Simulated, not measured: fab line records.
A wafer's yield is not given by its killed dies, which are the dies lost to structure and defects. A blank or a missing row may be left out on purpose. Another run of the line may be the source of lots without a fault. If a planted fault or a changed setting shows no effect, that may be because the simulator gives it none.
Problem report, 8D (eight disciplines) form, completed by code + flow n5-finfet + the parts of the form that need people (team, actions taken, sign-off) are left out

1. PROBLEM STATEMENT
Wafers without a fault read 93.7 nm, standard deviation 1.7; trench-depth-nm at N5_BEOL_M7_OCD_MEAS_38 reads a mean of 55.1 nm on 4 wafers belonging to 3 lots. That is -23 standard deviations from the usual mean.
Seen first at day 9 23:43 on ocd-02, wafer L335.2. The record has a number at this step for 21 wafers belonging to 7 lots. Rule for "out" (also "out of limits"): further than 4 standard deviations from the usual mean. The other wafers with a number count as sound.

2. WHAT IT IS; WHAT IT IS NOT
| question                    | is                             | is not                                                                                      |
|-----------------------------|--------------------------------|---------------------------------------------------------------------------------------------|
| which readings at this step | trench-depth-nm                | -                                                                                           |
| which lots                  | L335, L336, L338               | L331, L347, L348, L349                                                                      |
| which wafers of those lots  | L335.2, L335.3, L336.3, L338.3 | L335.1, L336.1, L336.6, L338.4, L338.6                                                      |
| read on which gauges        | ocd-01, ocd-02                 | -                                                                                           |
| when                        | from day 9 23:43               | up to then (4 sound wafers); but 13 sound wafers of L336, L338, L347, L348, L349 came after |

3. THE SUSPECTS, EACH WITH WHAT RULES IT OUT
Counting: if a tool at a process step up to the reading ran every lot that is out, it stays a suspect. Sound lots after the first of them don't rule it out here, since some wafers of a struck lot are sound.
- the gauge at N5_BEOL_M7_OCD_MEAS_38 is ruled out. The wafers that are out were read on 2 gauges (ocd-01, ocd-02).
- rie-diel-03 at N5_BEOL_M7_TRENCH_ETCH_37 (etches SiCOH lowk in C4F6/O2, target depth 93.478 nm, time 31.2 s): kept. It processed each lot that is out (first: L335, day 9 23:33); up to then, its last sound lot is L331 (day 8 17:14).
The count leaves rie-diel-03 at N5_BEOL_M7_TRENCH_ETCH_37.

4. THE CAUSE (what the simulator had put in)
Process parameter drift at N5_BEOL_M7_TRENCH_ETCH_37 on rie-diel-03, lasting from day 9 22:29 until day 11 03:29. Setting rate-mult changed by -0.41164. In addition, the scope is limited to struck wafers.
The count eliminated every tool but this one.

5. THE EFFECT CHAIN, in route order
One row per reading whose mean, taken over the struck wafers that have a number, lies over 3 standard deviations from the usual. Scope: only readings with a usual standard deviation given in the record; hours: median across lots of the time from each lot's start at the first step in this table that gives one to its start at this step; sigmas: change in usual standard deviations.
| hours | step                    | reading              | usual        | on struck wafers | change | sigmas |
|-------|-------------------------|----------------------|--------------|------------------|--------|--------|
| 0     | N5_BEOL_M7_OCD_MEAS_38  | trench-depth-nm      | 93.7 nm      | 55.1             | -38.6  | -23    |
| 3     | N5_BEOL_M7_THK_MEAS_53  | M7_THK               | 82.1 nm      | 43.5             | -38.6  | -19    |
| 3     | N5_BEOL_M7_RS_MEAS_57   | M7_RS                | 0.282 ohm/sq | 0.610            | +0.328 | +42    |
| 61    | N5_BEOL_M15_RC_MEAS_101 | SERP_M7              | 13.6 ohm/um  | 28.6             | +15.0  | +22    |
| 61    | N5_BEOL_M15_RC_MEAS_101 | SERP_M7_max_site     | 14.1 ohm/um  | 29.6             | +15.5  | +22    |
| 77    | N5_PASSIVATION_PROBE_49 | defect-limited-yield | 91.1 %       | 82.0             | -9.1   | -6.1   |
| 77    | N5_PASSIVATION_PROBE_49 | killed_at_M4_up      | 13           | 127              | +114   | +20    |
| 77    | N5_PASSIVATION_PROBE_49 | killed-dies          | 105          | 213              | +108   | +6.0   |
| 77    | N5_PASSIVATION_PROBE_49 | killed-on-rim        | 14           | 26               | +12    | +3.1   |
| 77    | N5_PASSIVATION_PROBE_49 | sort_bin_8_speed     | 0.02 %       | 9.18             | +9.16  | +83    |
| 77    | N5_PASSIVATION_PROBE_49 | sort-n-pass          | 1075         | 967              | -108   | -6.0   |
It contains these process steps:
- N5_PASSIVATION_PROBE_49

6. WHAT WOULD HAVE CAUGHT IT SOONER
In this record the first reading out of limits at a measuring or inspecting step was taken at day 9 23:43, 1 hour after the fault began at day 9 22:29.
Tool readings at N5_BEOL_M7_TRENCH_ETCH_37 with a usual standard deviation given in the record: none out on any struck wafer, hence no alarm at a limit of 4 standard deviations on them.
L336, L338, from the lots that are out (3), started N5_BEOL_M7_TRENCH_ETCH_37 on rie-diel-03 later than day 9 23:43. A hold on the tool at that time would have spared those 2.
